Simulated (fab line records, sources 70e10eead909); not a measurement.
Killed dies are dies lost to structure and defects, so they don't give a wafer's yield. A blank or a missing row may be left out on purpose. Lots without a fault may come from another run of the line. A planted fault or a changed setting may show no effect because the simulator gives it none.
fab line records | flow nand_harc | part 2 of 2: steps 22 to 32 of 32
record lots=5 wafers=15 last_day=31
route steps=1302 shown P_M1@315 P_M2@318
lots that met no fault: from a run of the same line without faults
start_h: hours from the record's first day to the start of the lot's first wafer shown | wait_h: hours since the lot's step before | " the same as in the row above | L1.1+2: a row that stands for several wafers | - no value, or no start given | * or withheld: withheld | < > ~ a bound
route shown NAME@n: a module of which the file shows steps, and the number in the route of the first | usual: mean/standard deviation of fault-free wafers | same: alike in all rows | chamber/n: place in a boat | sites: the reading at each site | _std_site: their standard deviation | _edge_site: outer sites' mean less inner sites' | radius_mm: how far each site lies from the wafer's centre | mask NAME#n: copy n | behind: the tool/chamber that last shaped the wafer | hold: why the lot was held/for how many hours/how that ended | device: the transistor (n, p or np) that didn't switch | end of line: the same wafers' tests at the end of the route | a step without rows: its recipe alone | killed: dies lost to structure and defects at the first sort, not the wafer's yield | map: a wafer's dies, x killed, . not, _ none there
set.NAME: the setting as run; set.NAME@STEP: as run at that earlier step | model.NAME: the simulator's own value behind a step, which no gauge read
lots at some steps of the route; a table a step, a row a wafer
services: from which hour (start_h, from the record's first day; less than 0 if before it) a tool's chamber was out of use, for how many hours, and why
## steps
# step NHARC_P_M2_ETCH_28
# recipe target_depth_a=300 over_etch_frac=0.3 time_s=72.99 ion_energy_ev=150 cf4_flow_sccm=50 n2_flow_sccm=100 ar_flow_sccm=150 rf_w=300 bias_w=100 chemistry=CF4/N2
# usual drypump_motor_current_A=5.7/0.41 oes_product_au=0.999/0.011 rf_vpp_V=315.3/1.4 showerhead_plenum_p_Torr=2.69/0.071 throttle_valve_pct=19.793/0.0093
# columns lot.wafer tool chamber start_h wait_h drypump_motor_current_A oes_product_au rf_hours_counter_h rf_vpp_V showerhead_plenum_p_Torr throttle_valve_pct
L079.1 rie_diel-03 3 - - 5.7 1.009 5.3 313.6 2.60 19.807
L079.3 " 1 " " 5.9 0.998 3.8 316.0 2.74 19.796
L079.5 " 2 " " 6.0 1.012 - 317.6 2.82 19.794
L080.1 rie_diel-03 0 - - 5.5 0.993 2.6 314.1 2.55 19.783
L080.2 " 1 " " 6.0 0.987 4.0 314.8 2.74 19.795
L080.5 " 1 " " 6.0 0.996 - 316.0 2.74 19.805
L087.2 rie_diel-06 1 - - 6.2 1.001 6.1 315.8 2.71 19.790
L087.1 " 2 " " 5.2 1.003 6.3 315.8 2.72 19.800
L087.4 " 0 " " 6.3 1.009 5.9 314.8 2.71 19.786
L089.4 rie_diel-06 3 - - 5.7 0.987 6.4 314.8 2.70 19.791
L089.1 " 0 " " 6.3 1.005 6.6 315.0 2.71 19.783
L089.5 " 2 " " 5.2 1.011 - 316.5 2.72 19.784
L092.3 rie_diel-03 2 - - 6.0 1.013 0.4 317.6 2.82 19.799
L092.4 " 0 " " 5.5 0.992 0.3 311.7 2.55 19.775
L092.5 " 2 " " 6.0 1.005 - 316.7 2.82 19.788
# step NHARC_P_M2_STRIP_19
# recipe time_s=600 temp_c=30 chemistry=post_etch_residue_remover
# columns lot.wafer tool chamber start_h wait_h
L079.5+3+1 wet_bench-10 2,3,6 187.33 -
L080.2+5+1 wet_bench-10 7,0,1 191.78 -
L087.2+1+4 wet_bench-08 4,0,1 259.30 -
L089.1+5+4 wet_bench-08 6,1,2 281.57 -
L092.4+3+5 wet_bench-08 0,4,5 309.86 -
# step NHARC_P_M2_DEGAS_29
# recipe temp_c=250 time_s=60
# usual heater_power_w=337/38
# columns lot.wafer tool chamber start_h wait_h heater_power_w
L079.3 pvd_sputter-01 - 187.59 - 372
L079.1 " - " " 290
L079.5 " - " " 295
L080.1 pvd_sputter-01 - 192.02 - 375
L080.2 " - " " 416
L080.5 " - " " 382
L087.4 pvd_sputter-03 - 259.56 - 338
L087.2 " - " " 335
L087.1 " - " " 395
L089.4 pvd_sputter-03 - 281.83 - 298
L089.1 " - " " 347
L089.5 " - " " 403
L092.3 pvd_sputter-03 - 310.14 - 297
L092.4 " - " " 398
L092.5 " - " " 322
# step NHARC_P_M2_PRE_CLEAN_30
# recipe time_s=30 temp_c=280 gas=H2/He
# usual heater_power_w=413/47
# columns lot.wafer tool chamber start_h wait_h heater_power_w
L079.1 pvd_sputter-01 - - - 350
L079.3 " - " " 477
L079.5 " - " " 523
L080.1 pvd_sputter-01 - - - 365
L080.2 " - " " 506
L080.5 " - " " 343
L087.4 pvd_sputter-03 - - - 401
L087.2 " - " " 362
L087.1 " - " " 495
L089.1 pvd_sputter-03 - - - 402
L089.4 " - " " 486
L089.5 " - " " 413
L092.4 pvd_sputter-03 - - - 502
L092.3 " - " " 362
L092.5 " - " " 429
# step NHARC_P_M2_PVD_20
# recipe target_thk_a=50 bias_v=168.6 power_w=15000 chamber_pressure_pa=0.12 time_s=8.06 substrate_temp_c=50 material=TaN
# usual cathode_dc_power_W=15000/2.8 chamber_pressure_pa=0.11995/0.00025 throttle_valve_pct=29.8/1.1
# columns lot.wafer tool chamber start_h wait_h cathode_dc_power_W chamber_pressure_pa throttle_valve_pct
L079.1 pvd_sputter-01 - - - 15001 0.12039 28.1
L079.3 " - " " 15001 0.12005 28.9
L079.5 " - " " 14998 0.11999 28.4
L080.1 pvd_sputter-01 - - - 14998 0.11972 29.8
L080.2 " - " " 14996 0.11947 28.6
L080.5 " - " " 15000 0.11969 29.8
L087.2 pvd_sputter-03 - - - 14999 0.11984 28.6
L087.1 " - " " 14999 0.11972 29.6
L087.4 " - " " 15000 0.11951 29.9
L089.4 pvd_sputter-03 - - - 14996 0.11982 29.5
L089.1 " - " " 14999 0.11992 29.5
L089.5 " - " " 15002 0.1202 28.5
L092.3 pvd_sputter-03 - - - 15001 0.12 32.4
L092.4 " - " " 14997 0.12031 28.7
L092.5 " - " " 15000 0.11988 32.5
# step NHARC_P_M2_PVD_21
# recipe target_thk_a=300 chamber_pressure_pa=5 power_w=5000 substrate_temp_c=30 time_s=20.49 material=Cu
# usual cathode_dc_power_W=4999.9/0.92 chamber_pressure_pa=4.999/0.011 throttle_valve_pct=29.8/1.1
# columns lot.wafer tool chamber start_h wait_h cathode_dc_power_W chamber_pressure_pa throttle_valve_pct
L079.3 pvd_sputter-01 - - - 4998.2 5.007 28.5
L079.1 " - " " 5000.0 4.996 30.0
L079.5 " - " " 4999.3 4.997 28.0
L080.2 pvd_sputter-01 - - - 4999.9 5.014 28.7
L080.1 " - " " 5000.7 4.984 28.2
L080.5 " - " " 5002.0 4.993 28.9
L087.2 pvd_sputter-03 - - - 5000.6 4.998 28.7
L087.4 " - " " 5000.9 4.990 29.5
L087.1 " - " " 5000.4 5.005 30.0
L089.1 pvd_sputter-03 - - - 4999.6 5.012 30.2
L089.4 " - " " 4999.8 4.993 28.5
L089.5 " - " " 4999.3 4.991 29.4
L092.4 pvd_sputter-03 - - - 4998.9 5.006 29.8
L092.3 " - " " 4998.7 4.997 32.4
L092.5 " - " " 4999.2 4.998 29.9
# step NHARC_P_M2_ECD_22
# recipe target_thk_a=4000 bath_temp_c=25 material=Cu
# columns lot.wafer tool chamber start_h wait_h
L079.1+3+5 ecd_cu-01 1,1,0 187.95 -
L080.2+1+5 ecd_cu-01 1,0,0 192.38 -
L087.1+2+4 ecd_cu-01 1,0,1 259.93 -
L089.1+4+5 ecd_cu-01 0,1,1 282.20 -
L092.3+4+5 ecd_cu-01 1,0,0 310.59 -
# step NHARC_P_M2_ANNEAL_31
# recipe temp_c=225 time_s=90
# usual wafer_temp_C_max=226.3/0.32
# columns lot.wafer tool chamber start_h wait_h wafer_temp_C_max
L079.1 rtp_anneal-01 0 188.33 0.3 226.0
L079.3 " 0 " " 226.1
L079.5 " 0 " " 226.2
L080.1 rtp_anneal-01 0 192.76 0.3 226.2
L080.2 " 0 " " 226.1
L080.5 " 0 " " 225.9
L087.1 rtp_anneal-02 0 260.30 - 226.7
L087.2 " 0 " " 226.8
L087.4 " 0 " " 226.8
L089.1 rtp_anneal-02 0 282.57 - 226.3
L089.4 " 0 " " 226.1
L089.5 " 0 " " 226.5
L092.3 rtp_anneal-01 0 310.97 0.3 226.8
L092.4 " 0 " " 226.6
L092.5 " 0 " " 225.9
# step NHARC_P_M2_CMP_23
# recipe t_overpolish_s=20 target_thk_nm=144.3
# usual motor_current_A=11.7/0.95 slurry_flow_ml_min=150.0/0.48 time_to_endpoint_s=28.6/2.7
# columns lot.wafer tool chamber start_h wait_h motor_current_A slurry_flow_ml_min time_to_endpoint_s
L079.3 cmp-03 2 188.67 - 12.7 150.2 26.6
L079.1 " 0 " " 11.2 150.2 25.3
L079.5 " 2 " " 12.7 149.9 27.6
L080.2 cmp-03 1 193.14 - 11.2 150.2 28.7
L080.1 " 2 " " 13.3 149.8 29.6
L080.5 " 0 " " 11.3 149.6 28.7
L087.1 cmp-03 3 260.65 - 11.6 150.0 27.8
L087.4 " 0 " " 11.4 149.0 26.9
L087.2 " 2 " " 12.9 150.4 28.5
L089.4 cmp-01 1 282.94 - 11.7 150.2 24.8
L089.1 " 2 " " 12.9 150.0 32.0
L089.5 " 0 " " 11.3 150.0 28.0
L092.3 cmp-03 0 311.27 - 11.7 150.1 28.4
L092.4 " 1 " " 11.2 149.6 31.7
L092.5 " 2 " " 12.6 150.5 31.8
# step NHARC_P_M2_THK_MEAS_24
# recipe thk_meas_gauge=xrf
# usual thk_nm=144.3/1.5
# columns lot.wafer tool chamber start_h wait_h thk_nm
L079.1 film_metro-01 - 188.98 - 143.5
L079.3 " - " " 145.6
L079.5 " - " " 144.8
L080.1 film_metro-02 - 193.42 - 143.6
L080.2 " - " " 144.5
L080.5 " - " " 145.2
L087.1 film_metro-01 - 260.96 - 147.0
L087.2 " - " " 142.9
L087.4 " - " " 143.2
L089.1 film_metro-02 - 283.23 - 144.1
L089.4 " - " " 140.0
L089.5 " - " " 144.9
L092.3 film_metro-01 - 311.53 - 142.3
L092.4 " - " " 145.7
L092.5 " - " " 146.7
# step NHARC_P_M2_SRD_25
# columns lot.wafer tool chamber start_h wait_h
L079.1+5+3 wet_bench-08 4,0,1 189.02 0.0
L080.5+1+2 wet_bench-08 7,2,3 193.46 0.0
L087.1+2+4 wet_bench-10 3,5,7 261.01 0.0
L089.1+5+4 wet_bench-08 7,1,4 283.27 0.0
L092.3+4+5 wet_bench-08 6,0,1 311.57 0.0
## services
# columns tool chamber start_h hours kind
ecd_cu-01 - 161.85 8.0 pm
cmp-03 - 163.29 4.0 pm
pvd_sputter-03 - 170.00 10.0 pm
cmp-03 - 182.80 0.8 repair
rie_diel-01 - 183.56 0.4 repair
litho_track-04 - 203.00 7.0 pm
rie_diel-01 - 203.81 9.0 pm
rie_diel-06 - 210.26 0.9 repair
pecvd-04 - 214.77 0.8 repair
cmp-03 - 217.96 5.9 repair
pvd_sputter-01 - 226.05 10.0 pm
pecvd-02 - 227.00 13.0 pm
rie_diel-03 0 236.58 10.8 repair
rie_diel-06 1 253.53 1.3 repair
cmp-03 - 261.29 4.0 pm
pvd_sputter-01 - 265.42 5.2 repair
pecvd-04 - 269.35 13.0 pm
rie_diel-03 1 269.49 1.3 repair
cmp-03 - 277.42 2.3 repair
rie_diel-03 0 281.09 10.8 repair
rie_diel-03 - 281.30 9.0 pm
wet_bench-08 - 294.41 8.0 pm
pecvd-04 - 297.80 0.6 repair
pecvd-02 0 301.66 4.5 repair
